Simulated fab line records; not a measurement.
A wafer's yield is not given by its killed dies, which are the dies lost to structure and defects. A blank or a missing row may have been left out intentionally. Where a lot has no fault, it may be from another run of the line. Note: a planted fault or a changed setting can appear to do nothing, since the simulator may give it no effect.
fab line records -- flow nand_harc
[record] lots = 5, wafers = 15, last_day = 32
route steps=1302 shown P_ZERO_WELL@14 END@1302
lots that met no fault: taken from a fault-free run of the same line
start_h: hours from the record's opening day to when the first of the lot's shown wafers began -- wait_h: how many hours have passed since the lot's step before this one -- " repeats the value in the row above -- L1.1+2: several wafers, shown together as one row -- - no value, or no start given -- * or withheld: withheld -- < > ~ a bound
route shown NAME@n: a module of which the file shows steps, and the number in the route of the first -- usual: mean/standard deviation of fault-free wafers -- same: alike in all rows -- chamber/n: place in a boat -- sites: the reading at each site -- _std_site: the values' standard deviation -- _edge_site: the outer-site mean with the inner-site mean subtracted -- radius_mm: for every site, how far away it sits from the centre of the wafer -- mask NAME#n: copy n -- behind: tool/chamber where the wafer was last shaped -- hold: why the lot was held/for how many hours/how that ended -- device: transistor that didn't switch, given as n, p or np -- end of line: the tests these same wafers got at the end of their route -- for a step that has no rows: nothing shown but its recipe -- killed: at the first sort, the dies lost to defects and structure; wafer yield is something else -- map: dies across one wafer; x = killed, . = not, _ = none there
set.NAME: the setting that was run; set.NAME@STEP: the one run at that earlier step -- model.NAME: the simulator's own value behind a step, which no gauge read
lots at selected steps of the route; one table per step, one row per wafer
services: the hour from which a tool's chamber was out of use, counted from the record's first day as start_h (under 0 if before that day), plus the number of hours and why
[[steps]]
[step NHARC_P_ZERO_WELL_CD_MEAS_11]
[recipe] target_cd_nm = 500, landing_energy_ev = 500
[usual] cd_nm = 500.2/1.4
lot.wafer,tool,chamber,start_h,wait_h,cd_nm
L783.4,cd_sem-02,0,21.26,-,498.5
L783.5,cd_sem-02,0,21.26,-,498.2
L783.6,cd_sem-02,0,21.26,-,496.8
L785.1,cd_sem-01,0,41.24,-,500.0
L785.2,cd_sem-01,0,41.24,-,501.8
L785.4,cd_sem-01,0,41.24,-,500.2
L789.3,cd_sem-03,0,81.26,-,499.0
L789.5,cd_sem-03,0,81.26,-,501.1
L789.6,cd_sem-03,0,81.26,-,500.5
L798.3,cd_sem-03,0,171.27,-,500.0
L798.5,cd_sem-03,0,171.27,-,500.7
L798.6,cd_sem-03,0,171.27,-,501.3
L803.1,cd_sem-02,0,221.24,-,499.4
L803.2,cd_sem-02,0,221.24,-,500.0
L803.6,cd_sem-02,0,221.24,-,498.3
[step NHARC_P_ZERO_WELL_HARDBAKE_12]
[recipe] temp_c = 118, time_s = 65
[step NHARC_P_ZERO_WELL_DESCUM_13]
[recipe] time_s = 3, o2_flow_sccm = 200, ar_flow_sccm = 0, bias_power_w = 0, chemistry = O2
[usual] drypump_motor_current_A = 6.1/0.37, oes_product_au = 1.001/0.0074, rf_vpp_V = 57.5/0.84, showerhead_plenum_p_Torr = 1.88/0.092, throttle_valve_pct = 11.311/0.0082
lot.wafer,tool,chamber,start_h,wait_h,drypump_motor_current_A,oes_product_au,rf_hours_counter_h,rf_vpp_V,showerhead_plenum_p_Torr,throttle_valve_pct
L783.4,rie_diel-01,0,21.44,-,5.6,0.998,53,57.2,1.88,11.298
L783.5,rie_diel-01,1,21.44,-,5.4,0.996,-,57.5,1.90,11.307
L783.6,rie_diel-01,2,21.44,-,6.1,0.995,-,57.1,1.80,11.304
L785.2,rie_diel-06,1,41.40,-,6.4,0.997,18,56.2,1.80,11.304
L785.1,rie_diel-06,0,41.40,-,6.0,0.986,26,57.4,1.93,11.310
L785.4,rie_diel-06,1,41.40,-,6.4,1.009,-,56.3,1.79,11.319
L789.3,rie_diel-04,2,81.41,-,6.3,0.998,21,59.9,2.00,11.322
L789.6,rie_diel-04,2,81.41,-,6.2,1.003,-,57.4,2.00,11.321
L789.5,rie_diel-04,3,81.41,-,5.5,1.002,-,59.7,1.79,11.312
L798.3,rie_diel-01,1,171.43,-,5.4,1.004,47,57.7,1.89,11.312
L798.5,rie_diel-01,0,171.43,-,5.7,1.010,-,57.7,1.86,11.316
L798.6,rie_diel-01,1,171.43,-,5.4,1.001,-,58.9,1.89,11.322
L803.2,rie_diel-04,3,221.41,-,5.5,1.006,8,56.4,1.77,11.310
L803.1,rie_diel-04,0,221.41,-,6.2,1.001,9,57.5,1.84,11.314
L803.6,rie_diel-04,0,221.41,-,6.2,0.986,-,56.5,1.84,11.315
[step NHARC_P_ZERO_WELL_ETCH_65]
[recipe] target_depth_a = 800, overetch_a = 240, time_s = 87.88, ion_energy_ev = 200, n2_flow_sccm = 150, h2_flow_sccm = 150, ar_flow_sccm = 0, rf_w = 400, bias_w = 150, chemistry = N2/H2
[usual] drypump_motor_current_A = 6.1/0.37, oes_product_au = 1.000/0.0072, rf_vpp_V = 429.6/3, showerhead_plenum_p_Torr = 2.01/0.1, throttle_valve_pct = 14.171/0.0092
lot.wafer,tool,chamber,start_h,wait_h,drypump_motor_current_A,oes_product_au,rf_hours_counter_h,rf_vpp_V,showerhead_plenum_p_Torr,throttle_valve_pct
L783.4,rie_diel-01,3,21.51,0.1,5.9,1.002,55,426.9,1.89,14.161
L783.6,rie_diel-01,1,21.51,0.1,5.4,0.992,-,430.4,2.03,14.161
L783.5,rie_diel-01,2,21.51,0.1,6.1,0.993,-,427.9,1.92,14.174
L785.1,rie_diel-06,3,41.52,0.1,6.5,1.003,26,435.3,2.21,14.180
L785.2,rie_diel-06,0,41.52,0.1,6.0,0.999,27,431.4,2.06,14.167
L785.4,rie_diel-06,1,41.52,0.1,6.4,1.006,-,426.4,1.91,14.177
L789.3,rie_diel-04,1,81.49,0.1,6.3,1.005,22,427.2,2.01,14.166
L789.6,rie_diel-04,1,81.49,0.1,6.3,1.000,-,429.0,2.01,14.162
L789.5,rie_diel-04,2,81.49,0.1,6.3,0.999,-,433.1,2.13,14.165
L798.3,rie_diel-01,0,171.52,0.1,5.6,1.013,45,429.5,1.99,14.190
L798.6,rie_diel-01,2,171.52,0.1,6.0,1.007,-,425.4,1.91,14.168
L798.5,rie_diel-01,3,171.52,0.1,5.9,1.009,-,425.6,1.88,14.176
L803.1,rie_diel-04,2,221.65,0.2,6.3,0.988,8,432.3,2.12,14.177
L803.2,rie_diel-04,3,221.65,0.2,5.4,1.004,9,425.4,1.89,14.181
L803.6,rie_diel-04,3,221.65,0.2,5.5,1.002,-,428.0,1.89,14.187
[step NHARC_P_ZERO_WELL_ETCH_62]
[recipe] target_depth_a = 130, time_s = 6.5, chf3_flow_sccm = 50, ar_flow_sccm = 200, rf_w = 500, bias_w = 200, chemistry = CHF3/Ar
[usual] drypump_motor_current_A = 6.0/0.37, oes_product_au = 0.961/0.015, rf_vpp_V = 369.8/2.5, showerhead_plenum_p_Torr = 2.31/0.11, throttle_valve_pct = 20.217/0.0086
lot.wafer,tool,chamber,start_h,wait_h,drypump_motor_current_A,oes_product_au,rf_hours_counter_h,rf_vpp_V,showerhead_plenum_p_Torr,throttle_valve_pct
L783.4,rie_diel-01,3,-,-,5.9,0.983,55,366.2,2.18,20.224
L783.5,rie_diel-01,0,-,-,5.7,0.968,-,368.1,2.30,20.227
L783.6,rie_diel-01,1,-,-,5.4,0.949,-,372.1,2.33,20.210
L785.1,rie_diel-06,0,-,-,6.0,0.971,27,371.5,2.37,20.202
L785.2,rie_diel-06,1,-,-,6.4,0.956,18,368.1,2.20,20.231
L785.4,rie_diel-06,1,-,-,6.4,0.966,-,368.1,2.20,20.208
L789.3,rie_diel-04,2,-,-,6.3,0.952,21,373.2,2.44,20.219
L789.5,rie_diel-04,2,-,-,6.3,0.965,-,372.6,2.44,20.221
L789.6,rie_diel-04,3,-,-,5.5,0.964,-,366.4,2.20,20.217
L798.3,rie_diel-01,2,-,-,6.1,0.975,43,368.1,2.20,20.216
L798.5,rie_diel-01,3,-,-,5.9,0.979,-,366.6,2.17,20.220
L798.6,rie_diel-01,0,-,-,5.6,0.977,-,368.8,2.29,20.215
L803.2,rie_diel-04,3,-,-,5.5,0.946,9,366.8,2.18,20.235
L803.1,rie_diel-04,1,-,-,6.3,0.942,8,369.7,2.29,20.214
L803.6,rie_diel-04,2,-,-,6.3,0.935,-,372.6,2.43,20.222
[step NHARC_P_ZERO_WELL_ETCH_63]
[recipe] target_depth_a = 1200, time_s = 40.1, hbr_flow_sccm = 150, cl2_flow_sccm = 50, rf_w = 400, icp_w = 400, bias_w = 100, chemistry = HBr/Cl2
[usual] drypump_motor_current_A = 5.7/0.43, hbr_flow_sccm = 150.0/0.46, oes_product_au = 1.001/0.0067, throttle_valve_pct = 26.406/0.009
lot.wafer,tool,chamber,start_h,wait_h,drypump_motor_current_A,hbr_flow_sccm,oes_product_au,rf_hours_counter_h,throttle_valve_pct
L783.4,rie_si-02,1,21.68,-,5.5,149.8,0.993,0.49,26.402
L783.6,rie_si-02,0,21.68,-,6.6,150.2,0.995,-,26.394
L783.5,rie_si-02,1,21.68,-,5.5,149.9,1.004,-,26.416
L785.1,rie_si-04,0,41.70,-,5.9,150.0,1.000,0.25,26.398
L785.2,rie_si-04,1,41.70,-,5.6,150.7,0.993,0.31,26.408
L785.4,rie_si-04,2,41.70,-,5.6,151.0,0.992,0.32,26.409
L789.3,rie_si-01,2,81.68,-,5.9,150.2,0.998,0.38,26.399
L789.5,rie_si-01,1,81.68,-,6.0,150.0,0.997,-,26.396
L789.6,rie_si-01,2,81.68,-,5.9,150.1,0.994,-,26.422
L798.3,rie_si-01,3,171.68,-,5.6,149.6,1.005,0.96,26.408
L798.6,rie_si-01,3,171.68,-,5.6,149.4,0.999,-,26.396
L798.5,rie_si-01,0,171.68,-,5.2,150.3,1.000,-,26.403
L803.2,rie_si-02,0,221.94,-,6.6,149.5,1.001,0.52,26.412
L803.1,rie_si-02,2,221.94,-,5.4,150.0,0.999,0.67,26.417
L803.6,rie_si-02,0,221.94,-,6.6,149.8,0.999,-,26.405
[step NHARC_P_ZERO_WELL_STRIP_15]
[recipe] time_s = 900, temp_c = 130, chemistry = SPM
[step NHARC_P_ZERO_WELL_DEHYDRATE_16]
[recipe] temp_c = 150, time_s = 120
[step NHARC_P_ZERO_WELL_HMDS_17]
[recipe] time_s = 30
[step NHARC_P_ZERO_WELL_COAT_18]
[recipe] spin_rpm = withheld
[step NHARC_P_ZERO_WELL_SOFTBAKE_19]
[recipe] temp_c = 122, time_s = 95
[step NHARC_P_ZERO_WELL_EBR_20]
[step NHARC_P_ZERO_WELL_EXPOSE_21]
[recipe] na = 0.6, target_cd_nm = 720, dose_mj = 22.31, mask_id = P_NWELL
[usual] focus_offset_nm = 0.0/0.5
lot.wafer,tool,chamber,start_h,wait_h,mask,focus_offset_nm
L783.4,krf_scanner-02,0,22.46,-,P_NWELL#0,-0.4
L783.5,krf_scanner-02,0,22.46,-,P_NWELL#0,-0.3
L783.6,krf_scanner-02,0,22.46,-,P_NWELL#0,-0.4
L785.1,krf_scanner-02,0,42.34,-,P_NWELL#0,0.5
L785.2,krf_scanner-02,0,42.34,-,P_NWELL#0,-0.2
L785.4,krf_scanner-02,0,42.34,-,P_NWELL#0,0.2
L789.3,krf_scanner-02,0,82.44,-,P_NWELL_R1#0,-0.4
L789.5,krf_scanner-02,0,82.44,-,P_NWELL_R1#0,-0.7
L789.6,krf_scanner-02,0,82.44,-,P_NWELL_R1#0,-0.6
L798.3,krf_scanner-01,0,172.34,-,P_NWELL#0,-0.1
L798.5,krf_scanner-01,0,172.34,-,P_NWELL#0,0.5
L798.6,krf_scanner-01,0,172.34,-,P_NWELL#0,0.2
L803.1,krf_scanner-02,0,222.70,-,P_NWELL#0,-0.6
L803.2,krf_scanner-02,0,222.70,-,P_NWELL#0,1.0
L803.6,krf_scanner-02,0,222.70,-,P_NWELL#0,0.2
[step NHARC_P_ZERO_WELL_PEB_22]
[recipe] peb_temp_c = 118, peb_time_s = 85
[step NHARC_P_ZERO_WELL_DEVELOP_23]
[recipe] time_s = 70
[step NHARC_P_ZERO_WELL_CD_MEAS_24]
[recipe] target_cd_nm = 720, landing_energy_ev = 500
[usual] cd_nm = 719.3/1.4
lot.wafer,tool,chamber,start_h,wait_h,cd_nm
L783.4,cd_sem-01,0,22.60,-,717.6
L783.5,cd_sem-01,0,22.60,-,716.8
L783.6,cd_sem-01,0,22.60,-,716.7
L785.1,cd_sem-02,0,42.50,-,718.6
L785.2,cd_sem-02,0,42.50,-,719.5
L785.4,cd_sem-02,0,42.50,-,716.6
L789.3,cd_sem-01,0,82.60,-,714.5
L789.5,cd_sem-01,0,82.60,-,715.3
L789.6,cd_sem-01,0,82.60,-,714.3
L798.3,cd_sem-01,0,172.49,-,719.0
L798.5,cd_sem-01,0,172.49,-,717.4
L798.6,cd_sem-01,0,172.49,-,718.0
L803.1,cd_sem-03,0,222.85,-,719.1
L803.2,cd_sem-03,0,222.85,-,717.8
L803.6,cd_sem-03,0,222.85,-,718.9
[step NHARC_P_ZERO_WELL_HARDBAKE_25]
[recipe] temp_c = 125, time_s = 80
[step NHARC_P_ZERO_WELL_DESCUM_26]
[recipe] time_s = 3, o2_flow_sccm = 200, ar_flow_sccm = 0, bias_power_w = 0, chemistry = O2
[usual] drypump_motor_current_A = 6.0/0.38, oes_product_au = 1.001/0.0068, rf_vpp_V = 57.7/0.9, showerhead_plenum_p_Torr = 1.89/0.09, throttle_valve_pct = 11.311/0.0089
lot.wafer,tool,chamber,start_h,wait_h,drypump_motor_current_A,oes_product_au,rf_hours_counter_h,rf_vpp_V,showerhead_plenum_p_Torr,throttle_valve_pct,model.P_ZERO_WELL.cd_nm
L783.4,rie_diel-06,0,22.78,-,6.0,1.004,16,58.1,1.94,11.307,717
L783.6,rie_diel-06,2,22.78,-,6.4,1.005,-,59.3,1.99,11.310,716.2
L783.5,rie_diel-06,3,22.78,-,6.5,1.010,-,59.5,2.07,11.302,717
L785.4,rie_diel-01,1,42.67,-,5.4,1.003,2,58.1,1.90,11.315,716.5
L785.1,rie_diel-01,2,42.67,-,6.1,1.001,1,57.4,1.80,11.319,718.6
L785.2,rie_diel-01,3,42.67,-,5.9,0.996,2,57.4,1.78,11.312,718.9
L789.3,rie_diel-04,1,82.75,-,6.3,0.988,22,57.6,1.88,11.323,715
L789.5,rie_diel-04,1,82.75,-,6.3,0.996,-,56.5,1.89,11.322,715.1
L789.6,rie_diel-04,2,82.75,-,6.3,0.995,-,58.6,2.00,11.304,714.3
L798.3,rie_diel-06,3,172.66,-,6.5,0.987,12,57.7,2.06,11.302,719.4
L798.6,rie_diel-06,2,172.66,-,6.5,0.991,-,58.0,1.98,11.332,718
L798.5,rie_diel-06,3,172.66,-,6.5,0.987,-,59.0,2.06,11.311,717.8
L803.1,rie_diel-06,0,224.51,-,6.0,0.990,30,60.2,1.91,11.320,718.9
L803.2,rie_diel-06,1,224.51,-,6.4,0.997,29,56.8,1.78,11.306,717.8
L803.6,rie_diel-06,0,224.51,-,6.0,0.993,-,57.4,1.91,11.308,718.9
[step NHARC_P_ZERO_WELL_IMPLANT_27]
[recipe] energy_kev = 600, dose_cm2 = 1e+13, tilt_deg = 7
[step NHARC_END_SORT_01]
[recipe] temp_c = 25
[usual] killed_at_array = 52/17, killed_at_other = 0.8/1.1, killed_at_periphery = 3.2/2.2, killed_dies = 57/17, killed_open = 3.4/1.8, killed_short = 2.4/1.6
[same] gross_dies = 677
lot.wafer,tool,chamber,start_h,wait_h,killed_at_array,killed_at_other,killed_at_periphery,killed_dies,killed_open,killed_short
L783.4,prober-02,0,568.02,3.4,60,2,6,68,6,1
L783.5,prober-02,0,568.83,3.7,60,4,4,68,6,1
L783.6,prober-02,0,569.63,4.0,52,3,6,61,4,1
L785.1,prober-01,0,575.71,2.5,28,0,4,32,4,2
L785.2,prober-01,0,576.50,2.8,21,0,3,24,2,0
L785.4,prober-01,0,578.10,3.4,21,0,4,25,3,2
L789.3,prober-02,0,621.02,3.1,66,0,3,69,3,2
L789.5,prober-02,0,622.62,3.7,60,0,0,60,2,4
L789.6,prober-02,0,623.41,4.0,54,0,3,57,6,3
L798.3,prober-01,0,703.99,3.1,82,0,3,85,6,2
L798.5,prober-01,0,705.61,3.7,52,2,2,56,3,5
L798.6,prober-01,0,706.42,4.0,62,2,5,69,4,2
L803.1,prober-02,0,765.25,2.5,34,0,0,34,1,0
L803.2,prober-02,0,766.04,2.8,50,0,1,51,2,4
L803.6,prober-02,0,769.18,3.9,40,0,3,43,3,5
// killed by level:class
L783.4 A_CHANNEL_HOLE_D1:chamber_film_flake=28 A_SLIT:chamber_film_flake=19 A_STAIRCASE:chamber_film_flake=4 P_M1:chamber_film_flake=2 A_CONTACT:chamber_film_flake=2 THIN_TSV:chamber_film_flake=2 P_STI:geometric_particle:open=1 P_CONTACT:geometric_particle:open=1
L783.5 A_CHANNEL_HOLE_D1:chamber_film_flake=29 A_SLIT:chamber_film_flake=18 THIN_TSV:chamber_film_flake=4 A_CHANNEL_HOLE_D2:chamber_film_flake=3 A_STAIRCASE:chamber_film_flake=3 P_M1:geometric_particle:open=2 A_CHANNEL_FILL_D2:geometric_particle:open=2 P_M1:chamber_film_flake=2
L783.6 A_CHANNEL_HOLE_D1:chamber_film_flake=25 A_SLIT:chamber_film_flake=10 A_CHANNEL_HOLE_D2:chamber_film_flake=6 A_CONTACT:chamber_film_flake=4 P_M1:chamber_film_flake=3 A_STAIRCASE:chamber_film_flake=3 THIN_TSV:chamber_film_flake=3 P_STI:geometric_particle:open=1
L785.1 A_CHANNEL_HOLE_D2:chamber_film_flake=9 A_CONTACT:chamber_film_flake=4 A_BONDPAD:chamber_film_flake=3 A_ONON_D2:geometric_particle:short=2 P_STI:chamber_film_flake=2 P_M2:chamber_film_flake=2 A_CHANNEL_HOLE_D1:chamber_film_flake=2 A_DECK1_JOINT:chamber_film_flake=2
L785.2 A_STAIRCASE:chamber_film_flake=7 A_CHANNEL_HOLE_D2:chamber_film_flake=4 A_M0:chamber_film_flake=3 A_BONDPAD:chamber_film_flake=3 A_ONON_D2:geometric_particle:open=2 P_M2:chamber_film_flake=2 P_ZERO_WELL:chamber_film_flake=1 A_CHANNEL_HOLE_D1:chamber_film_flake=1
L785.4 A_CHANNEL_HOLE_D2:chamber_film_flake=11 P_M2:chamber_film_flake=3 A_CONTACT:chamber_film_flake=3 A_STAIRCASE:chamber_film_flake=2 P_M0:geometric_particle:open=1 A_ONON_D1:geometric_particle:short=1 A_CHANNEL_FILL_D1:geometric_particle:open=1 A_ONON_D2:geometric_particle:short=1
L789.3 A_CHANNEL_HOLE_D1:chamber_film_flake=39 A_CHANNEL_HOLE_D2:chamber_film_flake=14 A_SLIT:chamber_film_flake=4 A_CONTACT:chamber_film_flake=3 A_CHANNEL_FILL_D2:geometric_particle:open=2 P_CONTACT:geometric_particle:short=1 A_ONON_D2:geometric_particle:open=1 A_CHANNEL_FILL_D2:geometric_particle:short=1
L789.5 A_CHANNEL_HOLE_D1:chamber_film_flake=33 A_CHANNEL_HOLE_D2:chamber_film_flake=12 A_SLIT:chamber_film_flake=3 A_CONTACT:chamber_film_flake=3 A_CHANNEL_FILL_D2:geometric_particle:short=2 A_DECK1_JOINT:geometric_particle:open=1 A_DECK1_JOINT:geometric_particle:short=1 A_STAIRCASE:geometric_particle:short=1
L789.6 A_CHANNEL_HOLE_D1:chamber_film_flake=26 A_CHANNEL_HOLE_D2:chamber_film_flake=14 A_SLIT:chamber_film_flake=4 A_CONTACT:chamber_film_flake=3 P_M1:geometric_particle:open=2 A_WL_FILL:geometric_particle:short=2 P_M2:geometric_particle:short=1 A_ONON_D1:geometric_particle:open=1
L798.3 A_SLIT:chamber_film_flake=37 A_CHANNEL_HOLE_D2:chamber_film_flake=19 A_CHANNEL_HOLE_D1:chamber_film_flake=8 A_WL_FILL:chamber_film_flake=3 A_BLC:chamber_film_flake=3 A_CHANNEL_FILL_D1:geometric_particle:short=2 A_CONTACT:geometric_particle:open=2 P_CONTACT:chamber_film_flake=2
L798.5 A_SLIT:chamber_film_flake=17 A_CHANNEL_HOLE_D2:chamber_film_flake=13 A_CHANNEL_HOLE_D1:chamber_film_flake=9 A_BLC:chamber_film_flake=5 A_ONON_D2:geometric_particle:short=2 P_CONTACT:chamber_film_flake=2 THIN_TSV:chamber_film_flake=2 A_CHANNEL_FILL_D1:geometric_particle:short=1
L798.6 A_SLIT:chamber_film_flake=25 A_CHANNEL_HOLE_D2:chamber_film_flake=16 A_CHANNEL_HOLE_D1:chamber_film_flake=6 A_BLC:chamber_film_flake=4 P_CONTACT:geometric_particle:open=3 A_STAIRCASE:chamber_film_flake=2 A_CONTACT:chamber_film_flake=2 THIN_TSV:chamber_film_flake=2
L803.1 A_SLIT:chamber_film_flake=23 A_CHANNEL_HOLE_D1:chamber_film_flake=7 A_CONTACT:chamber_film_flake=3 A_WL_FILL:geometric_particle:open=1
L803.2 A_SLIT:chamber_film_flake=30 A_CHANNEL_HOLE_D1:chamber_film_flake=11 A_CONTACT:chamber_film_flake=2 P_GATE:geometric_particle:short=1 A_CHANNEL_FILL_D2:geometric_particle:open=1 A_SGD_CUT:geometric_particle:short=1 A_WL_FILL:geometric_particle:short=1 A_CONTACT:geometric_particle:open=1
L803.6 A_SLIT:chamber_film_flake=24 A_CHANNEL_HOLE_D1:chamber_film_flake=6 A_ONON_D1:geometric_particle:short=2 A_CONTACT:chamber_film_flake=2 P_GATE:geometric_particle:open=1 P_GATE:geometric_particle:short=1 P_CONTACT:geometric_particle:open=1 A_CHANNEL_FILL_D1:geometric_particle:short=1
[[services]]
tool,chamber,start_h,hours,kind
rie_diel-04,-,1.24,9.0,pm
rie_diel-06,1,1.39,10.0,repair
rie_si-01,-,16.00,9.0,pm
krf_scanner-01,-,23.15,1.3,repair
rie_diel-01,-,26.83,9.0,pm
rie_diel-06,2,40.87,4.5,repair
rie_si-04,-,42.04,0.3,repair
rie_diel-01,2,53.44,4.5,repair
rie_si-01,0,68.10,7.2,repair
rie_diel-06,0,83.36,2.7,repair
rie_si-01,2,83.72,2.6,repair
krf_scanner-02,-,94.00,4.0,pm
rie_si-02,-,100.00,9.0,pm
rie_diel-04,0,103.79,15.7,repair
krf_scanner-01,-,106.31,0.2,repair
rie_si-01,-,109.00,3.9,repair
rie_diel-01,1,129.90,6.6,repair
rie_diel-06,-,130.21,9.0,pm
krf_scanner-01,-,140.00,4.0,pm
rie_si-04,-,165.00,9.0,pm
rie_si-02,0,172.51,4.1,repair
rie_diel-04,-,178.24,9.0,pm
rie_si-01,-,193.00,9.0,pm
rie_diel-01,-,203.83,9.0,pm
[[key]]
[first_sign] step = NHARC_P_ZERO_WELL_EXPOSE_21, reading = mask, direction = changed
[effect] step = NHARC_P_ZERO_WELL_CD_MEAS_24, reading = cd_nm, direction = down, sigmas = 3.2, usual = 719.3, struck = 714.7
[model_effect] step = NHARC_P_ZERO_WELL_DESCUM_26, value = P_ZERO_WELL.cd_nm, without = 720.7, struck = 714.8
met_at NHARC_P_ZERO_WELL_EXPOSE_21
struck_wafers L789.3,L789.5,L789.6
tester_left_out L789
onset_between 42.34 82.44
[fault] kind = wrong_mask, tool = any, chamber = -, onset_h = 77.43, steps = NHARC_P_ZERO_WELL_EXPOSE_21, aux_copy = P_NWELL_R1#0, cd_offset_nm = -5.9699, scope = struck_lots_only
// tester_left_out: of these lots the tester's yield and bins aren't shown, on N5 and GAA mostly nor the transistor test; their killed dies are dies lost to structure and defects alone, not to doping, threshold or leakage, so they don't give the yield
